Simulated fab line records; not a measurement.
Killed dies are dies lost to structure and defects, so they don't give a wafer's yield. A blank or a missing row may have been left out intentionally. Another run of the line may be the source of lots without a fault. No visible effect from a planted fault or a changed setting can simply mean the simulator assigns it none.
fab line records ; flow nand_harc
record lots=7; wafers=21; last_day=24
route steps=1159 shown A_WL_FILL@839 A_CONTACT@840
lots that met no fault: from a run of the same line without faults
start_h: hours from the record's opening day to when the first of the lot's shown wafers began ; wait_h: hours since the lot's step before ; " as in the row above ; L1.1+2: a single row standing in for several wafers ; - no value, or no start was given ; * or withheld: withheld ; < > ~ a bound
route shown NAME@n: NAME is a module with steps in the file, n the number in the route of the first one ; usual: mean and standard deviation over wafers with no fault ; same: alike in all rows ; chamber/n: place in a boat ; sites: readings site by site ; _std_site: standard deviation across them ; _edge_site: inner sites' mean taken away from outer sites' mean ; radius_mm: how far each site lies from the wafer's centre ; mask NAME#n: copy n ; behind: tool/chamber where the wafer was last shaped ; hold: why the lot went on hold/how many hours it stayed there/how the hold came to an end ; device: whichever transistor did not switch (one of n, p or np) ; end of line: the same wafers' tests at the end of the route ; where a step has no rows: the recipe by itself ; killed: dies that structure and defects cost at the first sort, which is not the same as the wafer's yield ; map: shows each die of a wafer: x if killed, . if not, _ if none is there
set.NAME: the setting that was run; set.NAME@STEP: the one run at that earlier step ; model.NAME: the simulator's own value behind a step, which no gauge read
a table for each step, a row for each wafer; lots at some steps of the route
services: when a tool's chamber went out of use (start_h, in hours from the record's first day, below 0 if earlier), for how many hours, and the reason
## steps
# step NHARC_A_WL_FILL_INSPECT_15
# usual raw_defect_count=363/95
lot.wafer;tool;chamber;start_h;wait_h;raw_defect_count
L632.3;defect_inspect-01;-;374.24;0.0;256
L632.4;defect_inspect-01;-;374.24;0.0;268
L632.5;defect_inspect-01;-;374.24;0.0;205
L644.2;defect_inspect-02;-;461.01;0.0;184
L644.3;defect_inspect-02;-;461.01;0.0;332
L644.4;defect_inspect-02;-;461.01;0.0;230
L649.2;defect_inspect-02;-;470.81;0.0;527
L649.3;defect_inspect-02;-;470.81;0.0;295
L649.4;defect_inspect-02;-;470.81;0.0;524
L648.1;defect_inspect-01;-;475.09;0.0;302
L648.4;defect_inspect-01;-;475.09;0.0;454
L648.5;defect_inspect-01;-;475.09;0.0;386
L646.2;defect_inspect-02;-;491.00;0.0;365
L646.3;defect_inspect-02;-;491.00;0.0;510
L646.4;defect_inspect-02;-;491.00;0.0;481
L651.1;defect_inspect-01;-;498.56;0.0;227
L651.2;defect_inspect-01;-;498.56;0.0;285
L651.4;defect_inspect-01;-;498.56;0.0;309
L650.1;defect_inspect-02;-;499.22;0.0;248
L650.2;defect_inspect-02;-;499.22;0.0;357
L650.5;defect_inspect-02;-;499.22;0.0;286
# step NHARC_A_CONTACT_DEP_24
# recipe target_thk_a=5000; temp_c=400; pressure_torr=6.5; rf_w=900; teos_flow_sccm=161.4; flow_sccm=2650; target_thk_nm=500; gas=O2; material=SiO2
# usual heater_power_w=535/80; throttle_valve_pct=15.9/0.48
lot.wafer;tool;chamber;start_h;wait_h;heater_power_w;throttle_valve_pct
L632.3;pecvd-04;2;374.43;0.2;371;15.6
L632.4;pecvd-04;0;374.43;0.2;512;16.1
L632.5;pecvd-04;1;374.43;0.2;466;15.9
L644.2;pecvd-01;2;461.08;0.1;663;16.0
L644.3;pecvd-01;2;461.08;0.1;680;16.0
L644.4;pecvd-01;1;461.08;0.1;616;16.4
L649.2;pecvd-04;0;470.88;0.1;446;15.9
L649.3;pecvd-04;2;470.88;0.1;387;15.2
L649.4;pecvd-04;1;470.88;0.1;458;15.1
L648.1;pecvd-01;0;475.41;0.3;596;16.9
L648.4;pecvd-01;1;475.41;0.3;657;16.3
L648.5;pecvd-01;2;475.41;0.3;678;16.0
L646.2;pecvd-01;2;491.07;0.1;613;16.2
L646.3;pecvd-01;0;491.07;0.1;527;16.9
L646.4;pecvd-01;1;491.07;0.1;665;16.4
L651.2;pecvd-04;1;498.63;0.1;577;15.7
L651.1;pecvd-04;0;498.63;0.1;504;16.0
L651.4;pecvd-04;0;498.63;0.1;536;16.1
L650.2;pecvd-02;0;499.35;0.1;500;15.8
L650.1;pecvd-02;1;499.35;0.1;544;16.2
L650.5;pecvd-02;1;499.35;0.1;558;16.4
# step NHARC_A_CONTACT_DEP_28
# recipe target_thk_a=36000; temp_c=400; material=aC
# usual throttle_valve_pct=35.000/0.0087
lot.wafer;tool;chamber;start_h;wait_h;throttle_valve_pct
L632.3;acl_dep-01;0;377.51;2.7;35.015
L632.4;acl_dep-01;0;377.51;2.7;35.004
L632.5;acl_dep-01;0;377.51;2.7;34.996
L644.2;acl_dep-03;0;464.04;2.2;35.006
L644.3;acl_dep-03;0;464.04;2.2;34.986
L644.4;acl_dep-03;0;464.04;2.2;34.987
L649.2;acl_dep-01;0;472.95;1.5;34.997
L649.3;acl_dep-01;0;472.95;1.5;35.007
L649.4;acl_dep-01;0;472.95;1.5;34.997
L648.1;acl_dep-03;0;478.61;2.6;35.005
L648.4;acl_dep-03;0;479.72;3.7;34.996
L648.5;acl_dep-03;0;479.72;3.7;35.012
L646.2;acl_dep-01;0;493.75;2.1;35.010
L646.3;acl_dep-01;0;493.75;2.1;35.001
L646.4;acl_dep-01;0;493.75;2.1;34.987
L651.1;acl_dep-02;0;499.26;0.1;35.011
L651.2;acl_dep-02;0;499.26;0.1;34.985
L651.4;acl_dep-02;0;499.26;0.1;35.011
L650.1;acl_dep-03;0;499.89;0.1;34.995
L650.2;acl_dep-03;0;499.89;0.1;34.986
L650.5;acl_dep-03;0;501.40;1.6;34.990
# step NHARC_A_CONTACT_DEP_29
# recipe target_thk_a=700; target_thk_nm=70; temp_c=400; pressure_torr=3.5; flow_sccm=200; rf_w=350; material=SiON
# usual heater_power_w=743/81
lot.wafer;tool;chamber;start_h;wait_h;heater_power_w
L632.3;pecvd-02;0;379.07;1.2;723
L632.4;pecvd-02;2;379.07;1.2;842
L632.5;pecvd-02;0;379.07;1.2;732
L644.3;pecvd-02;2;466.07;1.3;787
L644.2;pecvd-02;0;466.07;1.3;772
L644.4;pecvd-02;1;466.07;1.3;785
L649.3;pecvd-01;2;474.96;1.3;719
L649.2;pecvd-01;0;474.96;1.3;764
L649.4;pecvd-01;0;474.96;1.3;765
L648.1;pecvd-04;1;480.85;1.9;780
L648.4;pecvd-04;1;480.85;1.9;754
L648.5;pecvd-04;0;480.85;1.9;762
L646.2;pecvd-04;2;495.65;1.5;639
L646.3;pecvd-04;0;495.65;1.5;785
L646.4;pecvd-04;0;495.65;1.5;609
L651.1;pecvd-01;1;501.46;1.8;766
L651.2;pecvd-01;2;501.46;1.8;849
L651.4;pecvd-01;2;501.46;1.8;837
L650.2;pecvd-01;1;502.32;1.7;839
L650.1;pecvd-01;0;502.32;1.7;692
L650.5;pecvd-01;0;502.32;1.7;693
# step NHARC_A_CONTACT_DEHYDRATE_32
# recipe temp_c=150; time_s=120
# step NHARC_A_CONTACT_HMDS_33
# recipe time_s=30
# step NHARC_A_CONTACT_COAT_34
# recipe temp_c=260; time_s=75
# step NHARC_A_CONTACT_COAT_35
# recipe temp_c=225; time_s=65
# step NHARC_A_CONTACT_COAT_36
# recipe spin_rpm=1500; resist_thk_nm=90
# step NHARC_A_CONTACT_SOFTBAKE_37
# recipe temp_c=105; time_s=55
# step NHARC_A_CONTACT_EBR_38
# step NHARC_A_CONTACT_EXPOSE_39
# recipe na=1.35; sigma_outer=0.8; dose_mj=58.79; mask_id=A_CC_3
# usual exposure_dose_mJ_cm2=58.81/0.087
# same na=1.35
lot.wafer;tool;chamber;start_h;wait_h;mask;exposure_dose_mJ_cm2
L632.3;arfi_scanner-01;0;379.60;-;A_CC_3#0;58.93
L632.4;arfi_scanner-01;0;379.60;-;A_CC_3#0;58.88
L632.5;arfi_scanner-01;0;379.60;-;A_CC_3#0;58.96
L644.2;arfi_scanner-02;0;466.69;-;A_CC_3#0;58.78
L644.3;arfi_scanner-02;0;466.69;-;A_CC_3#0;58.81
L644.4;arfi_scanner-02;0;466.69;-;A_CC_3#0;58.79
L649.2;arfi_scanner-02;0;475.55;-;A_CC_3#0;40.52
L649.3;arfi_scanner-02;0;475.55;-;A_CC_3#0;40.57
L649.4;arfi_scanner-02;0;475.55;-;A_CC_3#0;40.55
L648.1;arfi_scanner-02;0;481.31;-;A_CC_3#0;44.20
L648.4;arfi_scanner-02;0;481.31;-;A_CC_3#0;44.17
L648.5;arfi_scanner-02;0;481.31;-;A_CC_3#0;44.22
L646.2;arfi_scanner-02;0;496.08;-;A_CC_3#0;46.46
L646.3;arfi_scanner-02;0;496.08;-;A_CC_3#0;46.47
L646.4;arfi_scanner-02;0;496.08;-;A_CC_3#0;46.47
L651.1;arfi_scanner-03;0;502.05;-;A_CC_3#0;58.81
L651.2;arfi_scanner-03;0;502.05;-;A_CC_3#0;58.78
L651.4;arfi_scanner-03;0;502.05;-;A_CC_3#0;58.75
L650.1;arfi_scanner-01;0;502.90;-;A_CC_3#0;58.95
L650.2;arfi_scanner-01;0;502.90;-;A_CC_3#0;58.90
L650.5;arfi_scanner-01;0;502.90;-;A_CC_3#0;58.93
# step NHARC_A_CONTACT_PEB_40
# recipe peb_temp_c=100; peb_time_s=65
# step NHARC_A_CONTACT_DEVELOP_41
# recipe develop_time_s=35; dev_temp_c=23
# step NHARC_A_CONTACT_CD_MEAS_42
# recipe target_cd_nm=200; landing_energy_ev=500
# usual cd_nm=200.2/0.4
lot.wafer;tool;chamber;start_h;wait_h;cd_nm
L632.3;cd_sem-03;0;379.74;-;200.3
L632.4;cd_sem-03;0;379.74;-;200.5
L632.5;cd_sem-03;0;379.74;-;200.1
L644.2;cd_sem-03;0;466.83;-;200.4
L644.3;cd_sem-03;0;466.83;-;199.7
L644.4;cd_sem-03;0;466.83;-;199.8
L649.2;cd_sem-01;0;475.69;-;185.7
L649.3;cd_sem-01;0;475.69;-;185.7
L649.4;cd_sem-01;0;475.69;-;185.7
L648.1;cd_sem-02;0;481.45;-;189.0
L648.4;cd_sem-02;0;481.45;-;188.7
L648.5;cd_sem-02;0;481.45;-;189.4
L646.2;cd_sem-03;0;496.22;-;190.6
L646.3;cd_sem-03;0;496.22;-;190.7
L646.4;cd_sem-03;0;496.22;-;190.5
L651.1;cd_sem-03;0;502.19;-;200.6
L651.2;cd_sem-03;0;502.19;-;201.1
L651.4;cd_sem-03;0;502.19;-;200.7
L650.1;cd_sem-03;0;503.04;-;199.3
L650.2;cd_sem-03;0;503.04;-;199.9
L650.5;cd_sem-03;0;503.04;-;199.4
# step NHARC_A_CONTACT_OVL_MEAS_43
# usual overlay_x_nm=0.0/0.61; overlay_y_nm=-0.3/0.8
lot.wafer;tool;chamber;start_h;wait_h;overlay_x_nm;overlay_y_nm
L632.3;overlay-01;-;379.82;-;0.2;0.2
L632.4;overlay-01;-;379.82;-;0.6;-0.4
L632.5;overlay-01;-;379.82;-;0.9;-0.6
L644.2;overlay-01;-;466.91;-;0.1;-1.0
L644.3;overlay-01;-;466.91;-;0.0;-0.5
L644.4;overlay-01;-;466.91;-;-0.2;-1.0
L649.2;overlay-01;-;475.79;-;0.5;0.9
L649.3;overlay-01;-;475.79;-;-0.1;1.1
L649.4;overlay-01;-;475.79;-;-0.4;1.0
L648.1;overlay-01;-;481.54;-;-0.8;-0.6
L648.4;overlay-01;-;481.54;-;-0.1;-0.5
L648.5;overlay-01;-;481.54;-;0.0;-0.3
L646.2;overlay-01;-;496.31;-;0.3;-1.4
L646.3;overlay-01;-;496.31;-;1.0;-2.1
L646.4;overlay-01;-;496.31;-;1.3;-1.9
L651.1;overlay-02;-;502.27;-;-0.1;-0.5
L651.2;overlay-02;-;502.27;-;0.4;0.0
L651.4;overlay-02;-;502.27;-;0.1;-0.6
L650.1;overlay-02;-;503.13;-;0.0;-0.1
L650.2;overlay-02;-;503.13;-;0.2;0.2
L650.5;overlay-02;-;503.13;-;0.1;-0.1
## services
tool;chamber;start_h;hours;kind
arfi_scanner-01;-;352.55;1.5;repair
arfi_scanner-01;-;368.00;4.0;pm
arfi_scanner-02;-;370.11;1.8;repair
pecvd-04;-;376.80;13.0;pm
pecvd-04;0;376.80;13.0;vent_cycle
pecvd-04;1;376.80;13.0;vent_cycle
pecvd-04;2;376.80;13.0;vent_cycle
arfi_scanner-02;-;379.52;0.4;repair
pecvd-04;-;391.06;0.7;repair
arfi_scanner-03;-;398.61;7.8;repair
arfi_scanner-01;-;400.32;8.4;repair
acl_dep-03;-;405.36;13.0;pm
arfi_scanner-01;-;414.59;13.8;repair
pecvd-01;-;418.57;13.0;pm
pecvd-01;0;418.57;14.0;vent_cycle
pecvd-01;1;418.57;14.0;vent_cycle
pecvd-01;2;418.57;14.0;vent_cycle
acl_dep-01;-;425.76;15.7;repair
arfi_scanner-02;-;428.00;4.0;pm
arfi_scanner-02;-;435.73;0.7;repair
pecvd-01;0;451.17;19.6;repair
acl_dep-01;-;474.78;13.0;pm
arfi_scanner-03;-;484.00;4.0;pm
arfi_scanner-02;-;491.60;0.3;repair
## key
first_sign step=NHARC_A_CONTACT_EXPOSE_39; reading=exposure_dose_mJ_cm2; direction=down; sigmas=99+; usual=58.81; struck=43.74
effect step=NHARC_A_CONTACT_CD_MEAS_42; reading=cd_nm; direction=down; sigmas=29; usual=200.2; struck=188.4; through=control_loop
met_at NHARC_A_CONTACT_EXPOSE_39
struck_wafers L646.2,L646.3,L646.4,L648.1,L648.4,L648.5,L649.2,L649.3,L649.4
tester_left_out L646,L648,L649
loop_trim step=NHARC_A_CONTACT_EXPOSE_39; setting=dose; lots=L646,L648
onset_between 466.69 475.55
fault kind=process_parameter_drift; tool=arfi_scanner-02; chamber=-; onset_h=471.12; steps=NHARC_A_CONTACT_EXPOSE_39; channel=dose_mj; offset=-18.207; shape=step; acts_in=these_recipes_only; stated=58.79
# tester_left_out: of these lots the tester's yield and bins aren't shown, on N5 and GAA mostly nor the transistor test; their killed dies are dies lost to structure and defects alone, not to doping, threshold or leakage, so they don't give the yield
# loop_trim: a control loop set the setting to another value than it would have without faults
